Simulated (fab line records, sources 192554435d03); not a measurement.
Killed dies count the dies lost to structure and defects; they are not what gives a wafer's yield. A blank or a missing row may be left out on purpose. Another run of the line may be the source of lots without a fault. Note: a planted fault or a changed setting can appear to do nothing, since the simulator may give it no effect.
Matching of chambers + flow n5Finfet + rieDiel-06 running N5_MOL_CONTACT_COAG_ETCHBACK_136: 4 sister chambers
The step etches SiO2 in CHF3, target depth 25 nm, time 16.7 s. 8 wafers are shown with their chamber, then 11 later ones without.

== EACH WAFER AND ITS CHAMBER ==
| wafer  | chamber | rfVppV (V) | throttleValvePct (%) |
|--------|---------|------------|----------------------|
| L080.6 | 1       | 518        | 18.40                |
| L082.2 | 0       | 502        | 18.97                |
| L084.2 | 3       | 549        | 19.13                |
| L084.3 | 1       | 519        | 18.41                |
| L087.1 | 3       | 552        | 19.14                |
| L087.2 | 2       | 538        | 18.60                |
| L087.3 | 0       | 502        | 18.99                |
| L091.1 | 2       | 539        | 18.60                |

== WAFERS WITH NO CHAMBER GIVEN ==
| wafer  | rfVppV (V) | throttleValvePct (%) |
|--------|------------|----------------------|
| L091.3 | 519        | 18.43                |
| L091.5 | 538        | 18.60                |
| L093.1 | 517        | 18.45                |
| L093.3 | 538        | 18.61                |
| L093.4 | 549        | 19.15                |
| L095.2 | 537        | 18.61                |
| L095.5 | 550        | 19.16                |
| L095.6 | 502        | 19.02                |
| L097.3 | 539        | 18.61                |
| L097.5 | 502        | 19.01                |
| L097.6 | 551        | 19.17                |

== CHAMBER TAKEN BY EACH ==
| wafer  | from the rows above | in truth |
|--------|---------------------|----------|
| L091.3 | 1                   | 1        |
| L091.5 | 2                   | 2        |
| L093.1 | 1                   | 1        |
| L093.3 | 2                   | 2        |
| L093.4 | 3                   | 3        |
| L095.2 | 2                   | 2        |
| L095.5 | 3                   | 3        |
| L095.6 | 0                   | 0        |
| L097.3 | 2                   | 2        |
| L097.5 | 0                   | 0        |
| L097.6 | 3                   | 3        |
Correct placement for 11 of the 11. Left unplaced by these rows: 0. Placed wrongly: 0.
How it was worked out, from the rows above alone: a wafer's distance from a chamber is the root of the sum, over the readings, of the square of ((its reading less the chamber's mean) divided by the reading's scatter). The wafer belongs to the nearest chamber; if the next one is less than 2 further off, it can't be placed. A chamber's mean is the mean of its shown wafers. How the scatter is found: for the shown wafers, subtract from each reading the mean of its chamber, square and add these, divide the total by (wafers less chambers), then take the root.
